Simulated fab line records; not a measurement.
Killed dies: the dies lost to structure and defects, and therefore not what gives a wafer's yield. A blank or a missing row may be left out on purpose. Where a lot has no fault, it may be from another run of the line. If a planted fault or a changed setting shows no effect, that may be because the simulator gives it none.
Which tool did it? :: flow n5-finfet :: 11 lots with 33 wafers sampled at 3 steps, on a route of 1938 steps

## WHAT EACH GAUGE READ, for each wafer
N5_PASSIVATION_CD_MEAS_44: the cd target is 40000 nm. Usual: cd-nm 39999 nm, standard deviation 3.1.
lot: L142
measured: day 12 12:20
on: cd-sem-03
cd-nm (nm): 40003 40002 40003
flag: 

lot: L144
measured: day 12 20:35
on: cd-sem-02
cd-nm (nm): 39999 39998 39995
flag: 

lot: L148
measured: day 13 08:48
on: cd-sem-01
cd-nm (nm): 40001 39999 39997
flag: 

lot: L151
measured: day 14 20:39
on: cd-sem-01
cd-nm (nm): 39996 40001 39997
flag: 

lot: L154
measured: day 15 07:27
on: cd-sem-03
cd-nm (nm): 39998 39999 39999
flag: 

lot: L156
measured: day 15 12:09
on: cd-sem-01
cd-nm (nm): 40000 40000 40001
flag: 

lot: L157
measured: day 15 22:32
on: cd-sem-02
cd-nm (nm): 40000 39998 40002
flag: 

lot: L158
measured: day 15 21:52
on: cd-sem-01
cd-nm (nm): 40001 40000 39996
flag: 

lot: L159
measured: day 16 08:35
on: cd-sem-03
cd-nm (nm): 40002 39998 39999
flag: 

lot: L163
measured: day 17 22:53
on: cd-sem-03
cd-nm (nm): 39995 39996 40000
flag: 

lot: L164
measured: day 18 01:45
on: cd-sem-03
cd-nm (nm): 40000 39999 39996
flag: 

## EACH LOT AND THE TOOL THAT RAN IT (in order: tool; ch and the chambers of the sampled wafers; start)
lot: L142
N5_MOL_CONTACT_COAG_ETCH_66: rie-diel-04 ch 1,3, day 5 13:23
N5_PASSIVATION_DESCUM_12: rie-diel-03 ch 0,1,2, day 12 07:17

lot: L144
N5_MOL_CONTACT_COAG_ETCH_66: rie-diel-02 ch 1,2,3, day 5 20:10
N5_PASSIVATION_DESCUM_12: rie-diel-03 ch 2,3, day 12 16:38

lot: L148
N5_MOL_CONTACT_COAG_ETCH_66: rie-diel-02 ch 1,3, day 6 19:40
N5_PASSIVATION_DESCUM_12: rie-diel-03 ch 0,2,3, day 13 04:10

lot: L151
N5_MOL_CONTACT_COAG_ETCH_66: rie-diel-04 ch 0,3, day 7 16:06
N5_PASSIVATION_DESCUM_12: rie-diel-01 ch 0,2, day 14 17:13

lot: L154
N5_MOL_CONTACT_COAG_ETCH_66: rie-diel-05 ch 1,3, day 8 11:16
N5_PASSIVATION_DESCUM_12: rie-diel-01 ch 0,2,3, day 15 04:29

lot: L156
N5_MOL_CONTACT_COAG_ETCH_66: rie-diel-05 ch 0,2, day 9 02:34
N5_PASSIVATION_DESCUM_12: rie-diel-03 ch 1,2, day 15 08:25

lot: L157
N5_MOL_CONTACT_COAG_ETCH_66: rie-diel-05 ch 0,1,3, day 9 05:00
N5_PASSIVATION_DESCUM_12: rie-diel-03 ch 0,1, day 15 19:10

lot: L158
N5_MOL_CONTACT_COAG_ETCH_66: rie-diel-02 ch 1,2, day 9 11:16
N5_PASSIVATION_DESCUM_12: rie-diel-03 ch 0,3, day 15 18:39

lot: L159
N5_MOL_CONTACT_COAG_ETCH_66: rie-diel-02 ch 1,3, day 9 19:19
N5_PASSIVATION_DESCUM_12: rie-diel-03 ch 0,1,3, day 16 04:51

lot: L163
N5_MOL_CONTACT_COAG_ETCH_66: rie-diel-02 ch 1,3, day 10 13:13
N5_PASSIVATION_DESCUM_12: rie-diel-01 ch 0,1,2, day 17 17:55

lot: L164
N5_MOL_CONTACT_COAG_ETCH_66: rie-diel-02 ch 0,3, day 11 00:50
N5_PASSIVATION_DESCUM_12: rie-diel-01 ch 0,2,3, day 17 20:45
- N5_MOL_CONTACT_COAG_ETCH_66: etches SiARC in CF4, target depth 13 nm, time 21.7 s.
- N5_PASSIVATION_DESCUM_12: chemistry O2, time 7.9 s.

## AS READ BY THE TOOLS THEMSELVES (means over the sampled wafers that have a number; for cases with no such wafer, the mark the record gives instead)
N5_MOL_CONTACT_COAG_ETCH_66. Usual: for drypump-motor-current-A, 5.7 A with a standard deviation of 0.41; for etch-rf-on-time-s, 21.6 s with a standard deviation of 0.43; for oes-product-au, 0.71 a.u. with a standard deviation of 0.068; for rf-fwd-power-W, 532.0 W with a standard deviation of 1.9; for rf-vpp-V, 184.0 V with a standard deviation of 1.3; for showerhead-plenum-p-Torr, 2.15 Torr with a standard deviation of 0.077; for throttle-valve-pct, 15.53 % with a standard deviation of 0.19.
lot: L142
tool: rie-diel-04
drypump-motor-current-A (A): 5.5
etch-rf-on-time-s (s): 21.3
oes-product-au (a.u.): 0.75
rf-fwd-power-W (W): 532.8
rf-vpp-V (V): 183.7
showerhead-plenum-p-Torr (Torr): 2.12
throttle-valve-pct (%): 15.56
flag: 

lot: L144
tool: rie-diel-02
drypump-motor-current-A (A): 5.6
etch-rf-on-time-s (s): 21.3
oes-product-au (a.u.): 0.72
rf-fwd-power-W (W): 532.7
rf-vpp-V (V): 184.1
showerhead-plenum-p-Torr (Torr): 2.17
throttle-valve-pct (%): 15.56
flag: 

lot: L148
tool: rie-diel-02
drypump-motor-current-A (A): 5.7
etch-rf-on-time-s (s): 21.4
oes-product-au (a.u.): 0.66
rf-fwd-power-W (W): 530.0
rf-vpp-V (V): 183.8
showerhead-plenum-p-Torr (Torr): 2.09
throttle-valve-pct (%): 15.62
flag: 

lot: L151
tool: rie-diel-04
drypump-motor-current-A (A): 5.0
etch-rf-on-time-s (s): 21.7
oes-product-au (a.u.): 0.65
rf-fwd-power-W (W): 531.2
rf-vpp-V (V): 182.5
showerhead-plenum-p-Torr (Torr): 2.08
throttle-valve-pct (%): 15.66
flag: 

lot: L154
tool: rie-diel-05
drypump-motor-current-A (A): 5.8
etch-rf-on-time-s (s): 21.4
oes-product-au (a.u.): 0.74
rf-fwd-power-W (W): 534.7
rf-vpp-V (V): 183.8
showerhead-plenum-p-Torr (Torr): 2.12
throttle-valve-pct (%): 15.55
flag: 

lot: L156
tool: rie-diel-05
drypump-motor-current-A (A): 5.7
etch-rf-on-time-s (s): 22.2
oes-product-au (a.u.): 0.71
rf-fwd-power-W (W): 531.7
rf-vpp-V (V): 185.6
showerhead-plenum-p-Torr (Torr): 2.19
throttle-valve-pct (%): 15.54
flag: 

lot: L157
tool: rie-diel-05
drypump-motor-current-A (A): 5.8
etch-rf-on-time-s (s): 22.0
oes-product-au (a.u.): 0.70
rf-fwd-power-W (W): 532.8
rf-vpp-V (V): 184.0
showerhead-plenum-p-Torr (Torr): 2.16
throttle-valve-pct (%): 15.54
flag: 

lot: L158
tool: rie-diel-02
drypump-motor-current-A (A): 5.8
etch-rf-on-time-s (s): 21.1
oes-product-au (a.u.): 0.67
rf-fwd-power-W (W): 531.0
rf-vpp-V (V): 184.0
showerhead-plenum-p-Torr (Torr): 2.12
throttle-valve-pct (%): 15.70
flag: 

lot: L159
tool: rie-diel-02
drypump-motor-current-A (A): 5.7
etch-rf-on-time-s (s): 21.3
oes-product-au (a.u.): 0.64
rf-fwd-power-W (W): 531.6
rf-vpp-V (V): 182.8
showerhead-plenum-p-Torr (Torr): 2.09
throttle-valve-pct (%): 15.65
flag: 

lot: L163
tool: rie-diel-02
drypump-motor-current-A (A): 5.5
etch-rf-on-time-s (s): 21.4
oes-product-au (a.u.): 0.66
rf-fwd-power-W (W): 530.9
rf-vpp-V (V): 183.3
showerhead-plenum-p-Torr (Torr): 2.12
throttle-valve-pct (%): 15.59
flag: 

lot: L164
tool: rie-diel-02
drypump-motor-current-A (A): 5.8
etch-rf-on-time-s (s): 21.5
oes-product-au (a.u.): 0.74
rf-fwd-power-W (W): 530.7
rf-vpp-V (V): 184.5
showerhead-plenum-p-Torr (Torr): 2.20
throttle-valve-pct (%): 15.37
flag: 

N5_PASSIVATION_DESCUM_12. Usual: for drypump-motor-current-A, 5.7 A with a standard deviation of 0.49; for o2-flow-sccm, 224.9 sccm with a standard deviation of 0.74; for oes-product-au, 0.77 a.u. with a standard deviation of 0.079; for rf-fwd-power-W, 49.65 W with a standard deviation of 0.2; for rf-vpp-V, 243.9 V with a standard deviation of 1.2; for showerhead-plenum-p-Torr, 2.14 Torr with a standard deviation of 0.057; for throttle-valve-pct, 20.38 % with a standard deviation of 0.22.
lot: L142
tool: rie-diel-03
drypump-motor-current-A (A): 5.8
o2-flow-sccm (sccm): 224.2
oes-product-au (a.u.): 0.71
rf-fwd-power-W (W): 49.74
rf-vpp-V (V): 244.4
showerhead-plenum-p-Torr (Torr): 2.16
throttle-valve-pct (%): 20.44
flag: 

lot: L144
tool: rie-diel-03
drypump-motor-current-A (A): 5.9
o2-flow-sccm (sccm): 224.4
oes-product-au (a.u.): 0.76
rf-fwd-power-W (W): 49.74
rf-vpp-V (V): 244.1
showerhead-plenum-p-Torr (Torr): 2.15
throttle-valve-pct (%): 20.46
flag: 

lot: L148
tool: rie-diel-03
drypump-motor-current-A (A): 5.7
o2-flow-sccm (sccm): 224.5
oes-product-au (a.u.): 0.75
rf-fwd-power-W (W): 49.55
rf-vpp-V (V): 244.3
showerhead-plenum-p-Torr (Torr): 2.15
throttle-valve-pct (%): 20.38
flag: 

lot: L151
tool: rie-diel-01
drypump-motor-current-A (A): 6.2
o2-flow-sccm (sccm): 224.7
oes-product-au (a.u.): 0.79
rf-fwd-power-W (W): 49.66
rf-vpp-V (V): 243.4
showerhead-plenum-p-Torr (Torr): 2.15
throttle-valve-pct (%): 20.36
flag: 

lot: L154
tool: rie-diel-01
drypump-motor-current-A (A): 5.9
o2-flow-sccm (sccm): 225.4
oes-product-au (a.u.): 0.80
rf-fwd-power-W (W): 49.94
rf-vpp-V (V): 243.2
showerhead-plenum-p-Torr (Torr): 2.10
throttle-valve-pct (%): 20.32
flag: 

lot: L156
tool: rie-diel-03
drypump-motor-current-A (A): 5.9
o2-flow-sccm (sccm): 224.5
oes-product-au (a.u.): 0.70
rf-fwd-power-W (W): 49.73
rf-vpp-V (V): 244.8
showerhead-plenum-p-Torr (Torr): 2.15
throttle-valve-pct (%): 20.59
flag: 

lot: L157
tool: rie-diel-03
drypump-motor-current-A (A): 5.5
o2-flow-sccm (sccm): 225.6
oes-product-au (a.u.): 0.69
rf-fwd-power-W (W): 49.72
rf-vpp-V (V): 244.1
showerhead-plenum-p-Torr (Torr): 2.16
throttle-valve-pct (%): 20.38
flag: 

lot: L158
tool: rie-diel-03
drypump-motor-current-A (A): 5.4
o2-flow-sccm (sccm): 224.9
oes-product-au (a.u.): 0.74
rf-fwd-power-W (W): 49.67
rf-vpp-V (V): 244.6
showerhead-plenum-p-Torr (Torr): 2.15
throttle-valve-pct (%): 20.30
flag: 

lot: L159
tool: rie-diel-03
drypump-motor-current-A (A): 5.6
o2-flow-sccm (sccm): 224.7
oes-product-au (a.u.): 0.74
rf-fwd-power-W (W): 49.53
rf-vpp-V (V): 244.4
showerhead-plenum-p-Torr (Torr): 2.15
throttle-valve-pct (%): 20.42
flag: 

lot: L163
tool: rie-diel-01
drypump-motor-current-A (A): 5.7
o2-flow-sccm (sccm): 224.7
oes-product-au (a.u.): 0.79
rf-fwd-power-W (W): 49.62
rf-vpp-V (V): 244.5
showerhead-plenum-p-Torr (Torr): 2.16
throttle-valve-pct (%): 20.36
flag: 

lot: L164
tool: rie-diel-01
drypump-motor-current-A (A): 5.9
o2-flow-sccm (sccm): 224.9
oes-product-au (a.u.): 0.79
rf-fwd-power-W (W): 49.69
rf-vpp-V (V): 243.4
showerhead-plenum-p-Torr (Torr): 2.10
throttle-valve-pct (%): 20.34
flag: 

## THE ANSWER, worked out from the rows above alone
Rule: lot off if the mean of its wafers having a number is beyond 3 standard deviations from the usual mean. A lot without any number at a reading at which 4 lots or more have one is off too. The other lots that the step has rows for count as sound. After the gauges, taken in route order, come the tools' own readings; for these a lot's mean is taken, as printed above. At the first step where some lot is off, the reading lying furthest off is the one used; lots without a number count as furthest.
None of the lots is off at any reading shown; this tells nothing.

## WHAT THE SIMULATOR HAD PUT IN
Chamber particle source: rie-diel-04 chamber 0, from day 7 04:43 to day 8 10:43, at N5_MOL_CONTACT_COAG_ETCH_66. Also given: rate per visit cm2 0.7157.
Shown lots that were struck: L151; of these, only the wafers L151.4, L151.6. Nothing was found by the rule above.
